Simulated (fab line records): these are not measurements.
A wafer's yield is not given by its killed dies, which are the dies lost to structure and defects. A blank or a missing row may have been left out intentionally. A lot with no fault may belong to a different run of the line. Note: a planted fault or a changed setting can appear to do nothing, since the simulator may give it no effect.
fab line records | flow n5_finfet
record: lots: 9 | wafers: 25 | last_day: 17
route steps=1938 shown BEOL_M2@883 BEOL_M4@1111 PASSIVATION@1936
lots that met no fault: taken from a fault-free run of the same line
start_h: the number of hours between the record's first day and the start of the first shown wafer of the lot | wait_h: hours elapsed since this lot's preceding step | " the same as in the row above | L1.1+2: several wafers, shown together as one row | - either no value or no given start | * or withheld: withheld | < > ~ a bound
route shown NAME@n: NAME is a module with steps in the file, n the number in the route of the first one | usual: mean/standard deviation taken from wafers without a fault | same: alike in all rows | chamber/n: place in a boat | sites: the reading at each site | _std_site: their standard deviation | _edge_site: inner sites' mean taken away from outer sites' mean | radius_mm: how far each site lies from the wafer's centre | mask NAME#n: copy n | behind: the tool/chamber that last shaped the wafer | hold: cause of the lot's hold/its duration in hours/its outcome | device: transistor that didn't switch, given as n, p or np | end of line: the route-end tests of the same wafers | a step without rows: its recipe alone | killed: at the first sort, the dies lost to defects and structure; wafer yield is something else | map: a wafer's dies, marking killed ones x, the rest . and places with no die _
set.NAME: the setting that was run; set.NAME@STEP: the one run at that earlier step | model.NAME: the simulator's own value behind a step, which no gauge read
a sample of lots followed through the steps of the route, with each step as a table and each wafer as a row
services: from which hour (start_h, from the record's first day; less than 0 if before it) a tool's chamber was out of use, for how many hours, and why
== steps ==
step: N5_BEOL_M2_ETCHBACK_99
recipe: chemistry: CHF3 | target: SiO2 | target_depth_a: 50 | time_s: 10.4 | source_w: 215 | bias_w: 47 | Ar_flow_sccm: 200 | CHF3_flow_sccm: 12 | ion_energy_ev: 100 | pressure_mtorr: 30
usual: drypump_motor_current_A: 5.9/0.43 | oes_product_au: 0.80/0.097 | rf_vpp_V: 240/3.9 | showerhead_plenum_p_Torr: 2.16/0.056 | throttle_valve_pct: 17.10/0.29
lot.wafer | tool        | chamber | start_h | wait_h | drypump_motor_current_A | oes_product_au | rf_hours_counter_h | rf_vpp_V | showerhead_plenum_p_Torr | throttle_valve_pct
L686.1    | rie_diel-02 | 0       | 138.64  | 0.5    | 5.9                     | 0.76           | 148                | 240      | 2.14                     | 17.18
L686.2    | "           | 3       | "       | "      | 5.6                     | 0.72           | 202                | 247      | 2.23                     | 17.16
L686.3    | "           | 1       | "       | "      | 6.3                     | 0.90           | 22                 | 238      | 2.21                     | 17.12
L689.1    | rie_diel-04 | 1       | 151.90  | 2.5    | 6.5                     | 0.83           | 53                 | 237      | 2.09                     | 16.98
L689.2    | "           | 3       | "       | "      | 5.2                     | 0.70           | 223                | 241      | 2.12                     | 17.47
L689.5    | "           | 3       | "       | "      | 5.2                     | 0.71           | -                  | 241      | 2.12                     | 17.48
L692.2    | rie_diel-01 | 0       | 170.00  | 1.6    | 5.9                     | 0.71           | 212                | 238      | 2.03                     | 17.37
L692.3    | "           | 1       | "       | "      | 5.8                     | 0.96           | 12                 | 241      | 2.20                     | 16.90
L692.6    | "           | 2       | "       | "      | 6.5                     | 1.00           | -                  | 249      | 2.21                     | 16.76
L693.1    | rie_diel-04 | 1       | 178.66  | 0.1    | 6.6                     | 0.83           | 62                 | 236      | 2.09                     | 17.00
L693.3    | "           | 0       | "       | "      | 5.9                     | 0.93           | 19                 | 236      | 2.19                     | 16.52
L693.6    | "           | 1       | "       | "      | 6.5                     | 0.83           | -                  | 236      | 2.09                     | 16.98
L699.4    | rie_diel-04 | 3       | 214.64  | 0.2    | 5.2                     | 0.69           | 246                | 242      | 2.12                     | 17.52
L699.5    | "           | 1       | "       | "      | 6.6                     | 0.82           | -                  | 236      | 2.09                     | 17.01
L699.6    | "           | 2       | "       | "      | 5.4                     | 0.66           | -                  | 239      | 2.21                     | 17.39
L704.1    | rie_diel-01 | 2       | 243.68  | 0.2    | 6.4                     | 0.91           | 26                 | 247      | 2.20                     | 16.83
L704.2    | "           | 3       | "       | "      | 5.6                     | 0.78           | 149                | 246      | 2.17                     | 17.48
L703.1    | rie_diel-01 | 2       | 244.05  | 0.2    | 6.4                     | 0.91           | 26                 | 248      | 2.20                     | 16.82
L703.2    | "           | 0       | "       | "      | 5.9                     | 0.68           | 237                | 239      | 2.02                     | 17.41
L705.1    | rie_diel-01 | 3       | 256.68  | 4.6    | 5.6                     | 0.77           | 153                | 245      | 2.17                     | 17.47
L705.3    | "           | 0       | "       | "      | 5.9                     | 0.68           | 242                | 238      | 2.02                     | 17.42
L705.4    | "           | 2       | "       | "      | 6.4                     | 0.90           | 31                 | 249      | 2.20                     | 16.81
L709.3    | rie_diel-04 | 3       | 276.73  | 0.2    | 5.2                     | 0.93           | 11                 | 242      | 2.11                     | 17.14
L709.4    | "           | 2       | "       | "      | 5.4                     | 0.94           | 13                 | 239      | 2.21                     | 17.01
L709.6    | "           | 2       | "       | "      | 5.4                     | 0.94           | -                  | 239      | 2.21                     | 17.00
step: N5_BEOL_M2_OCD_MEAS_38
usual: trench_depth_nm: 55.3/1.3
lot.wafer | tool   | chamber | start_h | wait_h | trench_depth_nm
L686.1    | ocd-01 | -       | 139.04  | -      | 56.5
L686.2    | "      | -       | "       | "      | 54.4
L686.3    | "      | -       | "       | "      | 57.7
L689.1    | ocd-01 | -       | 152.30  | -      | 53.9
L689.2    | "      | -       | "       | "      | 54.3
L689.5    | "      | -       | "       | "      | 54.1
L692.2    | ocd-02 | -       | 170.40  | -      | 53.9
L692.3    | "      | -       | "       | "      | 57.6
L692.6    | "      | -       | "       | "      | 55.8
L693.1    | ocd-01 | -       | 179.05  | -      | 53.8
L693.3    | "      | -       | "       | "      | 56.3
L693.6    | "      | -       | "       | "      | 54.8
L699.4    | ocd-02 | -       | 215.04  | -      | 54.8
L699.5    | "      | -       | "       | "      | 54.6
L699.6    | "      | -       | "       | "      | 53.5
L704.1    | ocd-02 | -       | 244.08  | -      | 56.3
L704.2    | "      | -       | "       | "      | 56.6
L703.1    | ocd-01 | -       | 244.45  | -      | 57.1
L703.2    | "      | -       | "       | "      | 52.8
L705.1    | ocd-01 | -       | 257.07  | -      | 57.2
L705.3    | "      | -       | "       | "      | 53.1
L705.4    | "      | -       | "       | "      | 55.5
L709.3    | ocd-01 | -       | 277.12  | -      | 55.6
L709.4    | "      | -       | "       | "      | 56.2
L709.6    | "      | -       | "       | "      | 56.3
step: N5_BEOL_M2_ALD_84
recipe: material: TaN | target_thk_a: * | temp_c: 275 | ald_precursor_family: PDMAT | ald_co_reactant: NH3 | pressure_torr: 3 | carrier_flow_sccm: 1500 | pulse_time_s: 2 | purge_time_s: 3 | co_reactant_purge_time_s: 2 | co_reactant_pulse_time_s: 3 | ald_cycles: 30 | precursor_vessel_temp_c: 75 | precursor_vessel_pressure_torr: 26.25 | precursor_vessel_carrier_sccm: 1000
usual: ald_cycles: 30/0 | chamber_pressure_Torr: 3.000/0.006 | heater_power_outer_w: 229/23 | heater_power_w: 420/43 | precursor_vessel_pressure_torr: 26.25/0.05
lot.wafer | tool         | chamber | start_h | wait_h | ald_cycles | chamber_pressure_Torr | heater_power_outer_w | heater_power_w | precursor_vessel_pressure_torr
L686.1    | ald_metal-01 | 1       | 139.66  | 0.1    | 30         | 2.998                 | 265                  | 505            | 26.27
L686.2    | "            | 2       | "       | "      | 30         | 3.003                 | 215                  | 404            | 26.26
L686.3    | "            | 0       | "       | "      | 30         | 3.005                 | 223                  | 417            | 26.18
L689.1    | ald_metal-01 | 3       | 153.06  | 0.0    | 30         | 3.003                 | 222                  | 378            | 26.28
L689.2    | "            | 0       | "       | "      | 30         | 2.996                 | 226                  | 417            | 26.30
L689.5    | "            | 1       | "       | "      | 30         | 2.997                 | 264                  | 491            | 26.27
L692.2    | ald_metal-01 | 1       | 171.04  | 0.0    | -          | -                     | -                    | -              | -
L692.3    | "            | 3       | "       | "      | -          | -                     | -                    | -              | -
L692.6    | "            | 3       | "       | "      | -          | -                     | -                    | -              | -
L693.1    | ald_metal-04 | 2       | 179.44  | 0.0    | -          | -                     | -                    | -              | -
L693.3    | "            | 0       | "       | "      | -          | -                     | -                    | -              | -
L693.6    | "            | 2       | "       | "      | -          | -                     | -                    | -              | -
L699.4    | ald_metal-04 | 2       | 215.36  | 0.1    | 30         | 2.992                 | 248                  | 489            | 26.25
L699.5    | "            | 2       | "       | "      | 30         | 2.998                 | 249                  | 470            | 26.24
L699.6    | "            | 3       | "       | "      | 30         | 3.006                 | 209                  | 371            | 26.25
L704.1    | ald_metal-04 | 0       | 244.57  | 0.0    | 30         | 2.999                 | 241                  | 425            | 26.25
L704.2    | "            | 2       | "       | "      | 30         | 3.000                 | 250                  | 476            | 26.21
L703.1    | ald_metal-04 | 0       | 245.11  | 0.0    | 30         | 3.001                 | 241                  | 428            | 26.21
L703.2    | "            | 1       | "       | "      | 30         | 3.010                 | 230                  | 423            | 26.20
L705.1    | ald_metal-04 | 0       | 258.29  | 0.0    | 30         | 2.998                 | 243                  | 437            | 26.27
L705.3    | "            | 2       | "       | "      | 30         | 2.991                 | 251                  | 470            | 26.15
L705.4    | "            | 1       | "       | "      | 30         | 2.998                 | 237                  | 437            | 26.39
L709.3    | ald_metal-01 | 0       | 277.61  | 0.0    | 30         | 3.014                 | 226                  | 420            | 26.32
L709.4    | "            | 3       | "       | "      | 30         | 2.997                 | 222                  | 374            | 26.26
L709.6    | "            | 0       | "       | "      | 30         | 3.007                 | 225                  | 401            | 26.28
step: N5_BEOL_M2_ANNEAL_49
recipe: temp_c: 400 | time_s: 240 | ambient: vacuum
usual: heater_power_w: 818/77 | susceptor_temp_C_max: 401.0/0.34
lot.wafer | tool           | chamber | start_h | wait_h | heater_power_w | susceptor_temp_C_max
L686.1    | pvd_sputter-02 | -       | 140.19  | 0.0    | 858            | 401.5
L686.2    | "              | -       | "       | "      | 800            | 400.8
L686.3    | "              | -       | "       | "      | 880            | 401.2
L689.1    | pvd_sputter-02 | -       | 155.33  | 0.0    | 759            | 401.1
L689.2    | "              | -       | "       | "      | 797            | 400.6
L689.5    | "              | -       | "       | "      | 835            | 400.7
L692.2    | pvd_sputter-01 | -       | 171.75  | 0.0    | 902            | 400.6
L692.3    | "              | -       | "       | "      | 785            | 401.0
L692.6    | "              | -       | "       | "      | 937            | 401.2
L693.1    | pvd_sputter-01 | -       | 181.73  | 0.0    | 777            | 400.9
L693.3    | "              | -       | "       | "      | 898            | 400.5
L693.6    | "              | -       | "       | "      | 783            | 401.1
L699.4    | pvd_sputter-01 | -       | 217.54  | 0.0    | 955            | 401.1
L699.5    | "              | -       | "       | "      | 897            | 400.5
L699.6    | "              | -       | "       | "      | 763            | 400.5
L704.1    | pvd_sputter-01 | -       | 245.16  | 0.0    | 973            | 400.5
L704.2    | "              | -       | "       | "      | 928            | 401.0
L703.1    | pvd_sputter-02 | -       | 245.83  | 0.0    | 817            | 401.1
L703.2    | "              | -       | "       | "      | 900            | 401.4
L705.1    | pvd_sputter-02 | -       | 259.01  | 0.0    | 836            | 401.0
L705.3    | "              | -       | "       | "      | 868            | 401.3
L705.4    | "              | -       | "       | "      | 826            | 401.5
L709.3    | pvd_sputter-01 | -       | 278.27  | 0.0    | 957            | 400.6
L709.4    | "              | -       | "       | "      | 893            | 400.4
L709.6    | "              | -       | "       | "      | 751            | 401.1
step: N5_BEOL_M2_CMP_52
recipe: stop_on: SiOC | t_overpolish_s: 6.8 | down_force_psi: 1 | platen_rpm: 50 | clearing_platen_down_force_psi: 1.5 | clearing_platen_rpm: 50 | post_cmp_clean: cu_alkaline | target_thk_nm: 40 | clearing_platen_pad_velocity_m_s: 0.99484 | pad_velocity_m_s: 0.99484
usual: barrier_field_endpoint_s: 24.9/0.6 | head_pressure_psi: 0.9999/0.0021 | motor_current_A: 5.8/0.53 | slurry_filter_dp_kPa: 13.48/0.14
lot.wafer | tool   | chamber | start_h | wait_h | barrier_field_endpoint_s | head_pressure_psi | motor_current_A | slurry_filter_dp_kPa
L686.3    | cmp-03 | 3       | 142.36  | 0.2    | 24.6                     | 0.9999            | 5.3             | 13.50
L686.2    | "      | 0       | "       | "      | 24.7                     | 1.0009            | 5.8             | 13.62
L686.1    | "      | 1       | "       | "      | 24.5                     | 0.9990            | 6.4             | 13.42
L689.1    | cmp-02 | 0       | 157.71  | 0.5    | 24.5                     | 0.9982            | 6.5             | 13.50
L689.2    | "      | 1       | "       | "      | 25.1                     | 1.0004            | 6.4             | 13.58
L689.5    | "      | 0       | "       | "      | 25.8                     | 1.0003            | 6.1             | 13.52
L692.2    | cmp-03 | 3       | 173.92  | 0.2    | 23.1                     | 0.9982            | 5.5             | 13.62
L692.3    | "      | 2       | "       | "      | 22.4                     | 0.9955            | 6.8             | 13.90
L692.6    | "      | 0       | "       | "      | 23.0                     | 1.0022            | 6.3             | 13.43
L693.3    | cmp-03 | 2       | 183.91  | 0.2    | 22.8                     | 0.9987            | 6.5             | 13.36
L693.1    | "      | 3       | "       | "      | 23.2                     | 0.9955            | 5.8             | 13.47
L693.6    | "      | 3       | "       | "      | 23.4                     | 0.9975            | 5.3             | 13.46
L699.4    | cmp-01 | 2       | 219.79  | 0.2    | 25.6                     | 1.0036            | 5.1             | 13.52
L699.5    | "      | 0       | "       | "      | 25.5                     | 1.0019            | 5.1             | 13.51
L699.6    | "      | 1       | "       | "      | 24.7                     | 1.0022            | 4.7             | 13.32
L704.2    | cmp-01 | 2       | 247.35  | 0.2    | 24.7                     | 0.9986            | 5.4             | 13.68
L704.1    | "      | 1       | "       | "      | 24.7                     | 0.9980            | 4.7             | 13.69
L703.1    | cmp-01 | 1       | 248.00  | 0.3    | 25.1                     | 0.9979            | 5.1             | 13.70
L703.2    | "      | 3       | "       | "      | 24.0                     | 1.0004            | 5.4             | 13.49
L705.1    | cmp-03 | 1       | 261.22  | 0.3    | 24.6                     | 1.0004            | 6.2             | 13.51
L705.3    | "      | 2       | "       | "      | 24.1                     | 1.0002            | 6.3             | 13.62
L705.4    | "      | 3       | "       | "      | 25.4                     | 1.0003            | 5.2             | 13.43
L709.3    | cmp-02 | 2       | 280.44  | 0.2    | 24.9                     | 1.0008            | 5.9             | 13.27
L709.4    | "      | 1       | "       | "      | 24.8                     | 1.0003            | 6.6             | 13.41
L709.6    | "      | 2       | "       | "      | 25.2                     | 1.0009            | 6.8             | 13.38
step: N5_BEOL_M4_RC_MEAS_101
usual: DIBL_N: 36.6/2.1 | DIBL_P: 36.3/2.2 | IOFF_N: 0.16/0.036 | IOFF_P: 0.21/0.038 | ION_N: 671/12 | ION_P: 460/7.5 | SS_N: 71.8/0.72 | SS_P: 73.3/0.72 | VT_N: 250/3.2 | VT_P: -250/3.5
lot.wafer | tool      | chamber | start_h | wait_h | DIBL_N[mV/V] | DIBL_P[mV/V] | IOFF_N[nA/um] | IOFF_P[nA/um] | ION_N[uA/um] | ION_P[uA/um] | SS_N[mV/dec] | SS_P[mV/dec] | VT_N[mV] | VT_P[mV]
L686.1    | prober-02 | 0       | 162.49  | 0.0    | 40.1         | 39.8         | 0.20          | 0.21          | 675          | 456          | 72.6         | 73.9         | 248      | -254
L686.2    | "         | 0       | "       | "      | 35.0         | 35.4         | 0.12          | 0.16          | 655          | 453          | 71.2         | 72.8         | 253      | -257
L686.3    | "         | 0       | "       | "      | 37.9         | 38.1         | 0.16          | 0.19          | 669          | 456          | 71.4         | 73.9         | 252      | -257
L689.1    | prober-01 | 0       | 181.14  | 0.0    | 36.6         | 35.8         | 0.18          | 0.21          | 674          | 458          | 71.9         | 73.5         | 249      | -251
L689.2    | "         | 0       | "       | "      | 34.7         | 33.8         | 0.14          | 0.18          | 670          | 463          | 71.7         | 73.2         | 250      | -254
L689.5    | "         | 0       | "       | "      | 35.2         | 33.3         | 0.14          | 0.17          | 664          | 452          | 71.7         | 72.9         | 251      | -253
L699.4    | prober-01 | 0       | 242.73  | 0.5    | 40.5         | 39.9         | 0.23          | 0.26          | 696          | 469          | 72.1         | 74.7         | 244      | -249
L699.5    | "         | 0       | "       | "      | 42.0         | 42.1         | 0.27          | 0.30          | 694          | 470          | 73.8         | 74.8         | 246      | -244
L699.6    | "         | 0       | "       | "      | 40.0         | 37.6         | 0.20          | 0.21          | 666          | 452          | 73.2         | 73.8         | 249      | -251
L703.1    | prober-02 | 0       | 272.36  | 0.0    | 32.8         | 32.3         | 0.12          | 0.17          | 668          | 464          | 70.8         | 73.3         | 254      | -250
L703.2    | "         | 0       | "       | "      | 33.8         | 34.7         | 0.15          | 0.21          | 684          | 470          | 71.4         | 73.4         | 248      | -248
L704.1    | prober-02 | 0       | 275.01  | 0.0    | 34.1         | 35.0         | 0.13          | 0.18          | 680          | 464          | 71.4         | 72.3         | 249      | -251
L704.2    | "         | 0       | "       | "      | 36.6         | 37.4         | 0.18          | 0.21          | 669          | 456          | 72.4         | 73.0         | 249      | -252
L705.1    | prober-01 | 0       | 279.65  | 0.0    | 37.1         | 38.6         | 0.14          | 0.21          | 657          | 457          | 71.7         | 74.2         | 252      | -251
L705.3    | "         | 0       | "       | "      | 36.6         | 35.5         | 0.13          | 0.16          | 653          | 443          | 71.6         | 73.5         | 254      | -257
L705.4    | "         | 0       | "       | "      | 35.7         | 35.3         | 0.12          | 0.16          | 648          | 447          | 71.1         | 72.5         | 255      | -254
L709.3    | prober-02 | 0       | 300.27  | 0.3    | 35.4         | 34.1         | 0.15          | 0.20          | 671          | 462          | 70.7         | 73.4         | 250      | -248
L709.4    | "         | 0       | "       | "      | 36.7         | 37.2         | 0.17          | 0.27          | 686          | 478          | 71.8         | 73.5         | 247      | -245
L709.6    | "         | 0       | "       | "      | 36.5         | 36.3         | 0.16          | 0.23          | 678          | 467          | 71.5         | 74.0         | 249      | -246
step: N5_PASSIVATION_PROBE_49
usual: defect_limited_yield: 91.1/1.4 | killed_at_M0_to_M3: 33/9.1 | killed_at_M4_up: 14/5.6 | killed_at_contacts: 13/5.7 | killed_at_front_end: 42/12 | killed_at_other: 4/3 | killed_dies: 105/16 | killed_on_rim: 13/4 | killed_open: 69/11 | killed_short: 34/7.5 | sort_bin_4_leakage: 0.00/0.0072 | sort_bin_5_function: 5.2/0.91 | sort_bin_6_memory: 3.3/0.64 | sort_bin_8_speed: 0.0/0.37 | sort_n_pass: 1075/16 | sort_yield_pct: 91.1/1.4
same: gross_dies: 1180 | killed_at_back_side: 0
lot.wafer | tool      | chamber | start_h | wait_h | defect_limited_yield[%] | killed_at_M0_to_M3 | killed_at_M4_up | killed_at_contacts | killed_at_front_end | killed_at_other | killed_dies | killed_on_rim | killed_open | killed_short | sort_bin_4_leakage[%] | sort_bin_5_function[%] | sort_bin_6_memory[%] | sort_bin_8_speed[%] | sort_n_pass | sort_yield_pct[%]
L689.1    | prober-01 | -       | 274.06  | 0.0    | 88.2                    | 60                 | 13              | 15                 | 51                  | 0               | 139         | 21            | 90          | 48           | 0                     | 7.0                    | 4.5                  | 0                   | 1041        | 88.2
L689.2    | prober-01 | -       | 274.11  | 0.1    | 90.8                    | 50                 | 12              | 5                  | 40                  | 1               | 108         | 8             | 67          | 40           | 0                     | 5.4                    | 3.2                  | 0                   | 1072        | 90.8
L689.5    | prober-01 | -       | 274.26  | 0.2    | 90.3                    | 46                 | 10              | 16                 | 39                  | 4               | 115         | 18            | 71          | 39           | 0                     | 5.2                    | 4.2                  | 0                   | 1065        | 90.3
L692.2    | prober-01 | -       | 300.77  | 0.5    | 0                       | 1091               | 8               | 10                 | 67                  | 4               | 1180        | 152           | 74          | 48           | 89.32                 | 6.3                    | 4.1                  | 0                   | 0           | 0
L692.3    | prober-01 | -       | 300.82  | 0.5    | 0                       | 1093               | 12              | 15                 | 52                  | 8               | 1180        | 152           | 76          | 47           | 89.49                 | 6.4                    | 3.8                  | 0                   | 0           | 0
L692.6    | prober-01 | -       | 300.97  | 0.7    | 0                       | 1089               | 16              | 15                 | 54                  | 6               | 1180        | 152           | 80          | 39           | 89.66                 | 6.0                    | 3.9                  | 0                   | 0           | 0
L693.1    | prober-01 | -       | 311.01  | 0.2    | 0                       | 1127               | 11              | 11                 | 30                  | 1               | 1180        | 152           | 64          | 25           | 92.37                 | 4.4                    | 3.1                  | 0                   | 0           | 0
L693.3    | prober-01 | -       | 311.11  | 0.3    | 0                       | 1122               | 8               | 11                 | 39                  | 0               | 1180        | 152           | 51          | 33           | 92.88                 | 4.4                    | 2.4                  | 0                   | 0           | 0
L693.6    | prober-01 | -       | 311.26  | 0.4    | 0                       | 1089               | 10              | 8                  | 68                  | 5               | 1180        | 152           | 80          | 43           | 89.58                 | 6.0                    | 4.0                  | 0                   | 0           | 0
L705.1    | prober-02 | -       | 378.85  | 0.0    | 90.4                    | 33                 | 6               | 10                 | 62                  | 2               | 113         | 16            | 83          | 26           | 0                     | 5.8                    | 3.6                  | 0                   | 1067        | 90.4
L705.3    | prober-02 | -       | 378.95  | 0.1    | 89.7                    | 53                 | 11              | 17                 | 38                  | 3               | 122         | 15            | 91          | 27           | 0                     | 6.2                    | 4.0                  | 0                   | 1058        | 89.7
L705.4    | prober-02 | -       | 379.00  | 0.2    | 90.8                    | 48                 | 9               | 7                  | 44                  | 0               | 108         | 13            | 74          | 33           | 0                     | 5.8                    | 3.3                  | 0                   | 1072        | 90.8
L709.3    | prober-01 | -       | 410.74  | 0.1    | 89.2                    | 23                 | 13              | 17                 | 65                  | 10              | 128         | 16            | 79          | 42           | 0                     | 6.4                    | 3.9                  | 0                   | 1052        | 89.2
L709.4    | prober-01 | -       | 410.79  | 0.2    | 90.7                    | 31                 | 8               | 17                 | 48                  | 6               | 110         | 12            | 67          | 39           | 0                     | 5.1                    | 3.6                  | 0                   | 1070        | 90.7
L709.6    | prober-01 | -       | 410.89  | 0.3    | 91.0                    | 31                 | 9               | 12                 | 50                  | 4               | 106         | 12            | 65          | 37           | 0                     | 4.9                    | 3.8                  | 0                   | 1074        | 91.0
killed by level:class
L689.1 FIN_SAQP:geometric_particle:short=16 BEOL_M3:geometric_particle:open=15 BEOL_M1:geometric_particle:open=13 BEOL_M0_SAQP:geometric_particle:open=11 FIN_SAQP:geometric_particle:open=10 MOL_CONTACT_COAG:geometric_particle:open=9 BEOL_M2:geometric_particle:open=7 MOL_CONTACT_COAG:geometric_particle:short=5
L689.2 BEOL_M1:geometric_particle:open=17 FIN_SAQP:geometric_particle:short=12 BEOL_M3:geometric_particle:open=8 BEOL_M4:geometric_particle:open=8 FIN_SAQP:geometric_particle:open=6 GATE_CUT:geometric_particle:short=6 MOL_CONTACT_COAG:geometric_particle:open=5 BEOL_M1:geometric_particle:short=5
L689.5 BEOL_M1:geometric_particle:open=14 STI_FIN_REVEAL:geometric_particle:open=11 MOL_CONTACT_COAG:geometric_particle:open=11 BEOL_M0_SAQP:geometric_particle:short=8 BEOL_M0_SAQP:geometric_particle:open=6 BEOL_M1:geometric_particle:short=6 BEOL_M4:geometric_particle:open=5 GATE_CUT:geometric_particle:short=5
L692.2 BEOL_M2:area_ald=1035 FIN_SAQP:geometric_particle:short=20 FIN_SAQP:geometric_particle:open=20 M2:area_ald=19 STI_FIN_REVEAL:geometric_particle:open=14 BEOL_M0_SAQP:geometric_particle:short=13 BEOL_M0_SAQP:geometric_particle:open=10 MOL_CONTACT_COAG:geometric_particle:open=6
L692.3 BEOL_M2:area_ald=1042 FIN_SAQP:geometric_particle:short=18 M2:area_ald=14 MOL_CONTACT_COAG:geometric_particle:open=13 FIN_SAQP:geometric_particle:open=10 BEOL_M0_SAQP:geometric_particle:open=10 DUMMY_GATE:geometric_particle:open=9 BEOL_M0_SAQP:geometric_particle:short=9
L692.6 BEOL_M2:area_ald=1050 FIN_SAQP:geometric_particle:short=15 FIN_SAQP:geometric_particle:open=13 MOL_CONTACT_COAG:geometric_particle:open=12 BEOL_M0_SAQP:geometric_particle:open=10 DUMMY_GATE:geometric_particle:open=8 M2:area_ald=8 BEOL_M0_SAQP:geometric_particle:short=7
L693.1 BEOL_M2:area_ald=1074 M2:area_ald=16 BEOL_M0_SAQP:geometric_particle:open=13 MOL_CONTACT_COAG:geometric_particle:open=9 STI_FIN_REVEAL:geometric_particle:open=8 BEOL_M0_SAQP:geometric_particle:short=8 FIN_SAQP:geometric_particle:open=5 DUMMY_GATE:geometric_particle:open=4
L693.3 BEOL_M2:area_ald=1072 M2:area_ald=24 FIN_SAQP:geometric_particle:short=9 BEOL_M0_SAQP:geometric_particle:open=8 STI_FIN_REVEAL:geometric_particle:open=6 MOL_CONTACT_COAG:geometric_particle:open=6 FIN_SAQP:geometric_particle:open=5 MOL_CONTACT_COAG:geometric_particle:short=5
L693.6 BEOL_M2:area_ald=1045 STI_FIN_REVEAL:geometric_particle:open=26 M2:area_ald=12 FIN_SAQP:geometric_particle:short=10 BEOL_M0_SAQP:geometric_particle:short=10 BEOL_M0_SAQP:geometric_particle:open=10 FIN_SAQP:geometric_particle:open=8 MOL_CONTACT_COAG:geometric_particle:open=6
L705.1 BEOL_M2:geometric_particle:open=20 FIN_SAQP:geometric_particle:open=18 FIN_SAQP:geometric_particle:short=10 MOL_CONTACT_COAG:geometric_particle:open=10 DUMMY_GATE:geometric_particle:open=9 STI_FIN_REVEAL:geometric_particle:open=5 GATE_CUT:geometric_particle:open=4 BEOL_M0_SAQP:geometric_particle:open=4
L705.3 BEOL_M2:geometric_particle:open=20 BEOL_M3:geometric_particle:open=19 FIN_SAQP:geometric_particle:open=16 MOL_CONTACT_COAG:geometric_particle:open=13 FIN_SAQP:geometric_particle:short=8 MOL_CONTACT_COAG:geometric_particle:short=4 BEOL_M3:geometric_particle:short=4 BEOL_M4:geometric_particle:open=4
L705.4 BEOL_M2:geometric_particle:open=21 FIN_SAQP:geometric_particle:open=11 FIN_SAQP:geometric_particle:short=8 BEOL_M3:geometric_particle:open=8 BEOL_M0_SAQP:geometric_particle:short=6 STI_FIN_REVEAL:geometric_particle:open=6 BEOL_M2:geometric_particle:short=6 DUMMY_GATE:geometric_particle:open=5
L709.3 STI_FIN_REVEAL:geometric_particle:open=17 FIN_SAQP:geometric_particle:short=16 FIN_SAQP:geometric_particle:open=13 MOL_CONTACT_COAG:geometric_particle:open=13 BEOL_M4:geometric_particle:open=7 MIM_TOP:geometric_particle:open=5 STI_FIN_REVEAL:geometric_particle:short=4 BEOL_M3:geometric_particle:open=4
L709.4 MOL_CONTACT_COAG:geometric_particle:open=12 FIN_SAQP:geometric_particle:open=10 FIN_SAQP:geometric_particle:short=9 STI_FIN_REVEAL:geometric_particle:open=9 BEOL_M0_SAQP:geometric_particle:open=6 BEOL_M2:geometric_particle:short=5 ILD0:geometric_particle:short=5 BEOL_M1:geometric_particle:open=5
L709.6 FIN_SAQP:geometric_particle:open=14 FIN_SAQP:geometric_particle:short=12 MOL_CONTACT_COAG:geometric_particle:open=10 BEOL_M1:geometric_particle:open=8 BEOL_M2:geometric_particle:open=6 STI_FIN_REVEAL:geometric_particle:open=5 STI_FIN_REVEAL:geometric_particle:short=4 BEOL_M4:geometric_particle:open=4
== services ==
tool           | chamber | start_h | hours | kind
pvd_sputter-01 | -       | 129.27  | 6.9   | repair
rie_diel-04    | 3       | 133.21  | 1.2   | repair
cmp-03         | -       | 152.68  | 4.0   | pm
cmp-03         | -       | 156.68  | -     | consumable_replace:conditioner
cmp-03         | -       | 156.68  | -     | consumable_replace:pad
pvd_sputter-01 | -       | 161.78  | 0.8   | repair
cmp-01         | -       | 165.80  | 0.3   | repair
ald_metal-04   | -       | 181.93  | 6.0   | pm
cmp-01         | -       | 182.22  | 4.0   | pm
cmp-01         | -       | 186.22  | 4.1   | pm
cmp-03         | -       | 192.87  | 3.3   | repair
cmp-02         | -       | 220.16  | 4.0   | pm
rie_diel-04    | 2       | 220.67  | -     | clean
rie_diel-04    | 2       | 220.67  | -     | consumable_replace:focus_ring
rie_diel-04    | 2       | 220.67  | 14.0  | scheduled_down
rie_diel-04    | 2       | 220.67  | 14.0  | vent_cycle
ald_metal-04   | -       | 225.09  | 1.3   | repair
rie_diel-02    | 2       | 231.84  | 21.6  | repair
ald_metal-01   | 0       | 234.92  | 2.9   | repair
ald_metal-04   | 1       | 236.48  | 6.2   | repair
cmp-01         | -       | 238.83  | 2.8   | repair
cmp-02         | -       | 243.49  | 2.6   | repair
cmp-03         | -       | 250.71  | 4.4   | repair
rie_diel-04    | 2       | 265.77  | 9.3   | repair
== key ==
first_sign: step: N5_BEOL_M2_ALD_84 | reading: tool_record | direction: missing
effect: step: N5_BEOL_M2_CMP_52 | reading: barrier_field_endpoint_s | direction: down | sigmas: 3.2 | usual: 24.9 | struck: 23.0
effect: step: N5_PASSIVATION_PROBE_49 | reading: sort_bin_4_leakage | direction: up | sigmas: 99+ | usual: 0.00 | struck: 90.55
more_kills_born_at: N5_BEOL_M2_ALD_84@ald_metal-04: 3243 | N5_BEOL_M2_ALD_84@ald_metal-01: 3165
met_at N5_BEOL_M2_ALD_84
struck_lots L692,L693
later_rows_left_out L692.2,L692.3,L692.6,L693.1,L693.3,L693.6
not_acting_at N5_BEOL_M2_ETCHBACK_99,N5_BEOL_M2_OCD_MEAS_38,N5_BEOL_M2_ANNEAL_49
onset_between 153.06 171.04
fault: kind: skipped_step_whole | tool: ald_metal-01,ald_metal-04 | chamber: - | onset_h: 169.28 | steps: N5_BEOL_M2_ALD_84 | scope: struck_lots_only
later_rows_left_out: the simulator's readings of these wafers behind a module that went badly wrong aren't trusted and aren't shown, but for the sort
